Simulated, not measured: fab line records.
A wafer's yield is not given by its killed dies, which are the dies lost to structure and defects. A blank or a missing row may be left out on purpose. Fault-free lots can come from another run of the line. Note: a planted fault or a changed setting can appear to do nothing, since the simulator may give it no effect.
Chamber matching -- flow n5Finfet -- N5_HKMG_FIN_CVD_62 on thermalCvdSi-01: 3 sister chambers
The step deposits a-Si from Si2H6, target thk 3 nm, time 20.8 s. 22 wafers are shown with their chamber, then 11 later ones without.

WAFERS, EACH WITH ITS CHAMBER
wafer,chamber,heaterPowerW (W)
L075.1,2,1225
L075.2,1,1571
L075.5,2,1219
L077.1,0,1642
L077.5,0,1642
L077.6,2,1236
L079.3,0,1688
L079.4,2,1253
L079.6,1,1523
L080.3,1,1579
L080.4,2,1218
L080.5,1,1545
L082.1,2,1232
L082.2,1,1609
L082.5,0,1689
L084.2,2,1246
L084.4,0,1666
L084.6,2,1246
L087.1,1,1520
L087.2,0,1680
L087.3,2,1247
L088.1,1,1557

SIGNATURES, as means of the wafers listed above
reading,chamber 0,chamber 1,chamber 2,scatter within a chamber
heaterPowerW,1667.83,1557.71,1235.78,22.7
Rule: a wafer lies at a distance from a chamber equal to the root of the sum of squares, over the readings, of (its reading less the chamber's mean, divided by the reading's scatter). The wafer belongs to the nearest chamber; if the next one is less than 2 further off, it can't be placed. The scatter is the square root of a quotient: the sum, over the shown wafers, of each reading's squared deviation from its chamber's mean, divided by wafers minus chambers.

WAFERS WITH NO CHAMBER GIVEN
wafer,heaterPowerW (W)
L088.4,1531
L088.6,1212
L090.3,1647
L090.4,1651
L090.6,1245
L091.2,1243
L091.4,1583
L091.6,1256
L096.1,1548
L096.3,1711
L096.5,1279

WHICH CHAMBER EACH ONE RAN IN
wafer,from the rows above,in truth
L088.4,1,1
L088.6,2,2
L090.3,0,0
L090.4,0,0
L090.6,2,2
L091.2,2,2
L091.4,1,1
L091.6,2,2
L096.1,1,1
L096.3,0,0
L096.5,2,2
11 of 11 placed correctly. Not placeable from these rows: 0. Wrongly placed: 0.
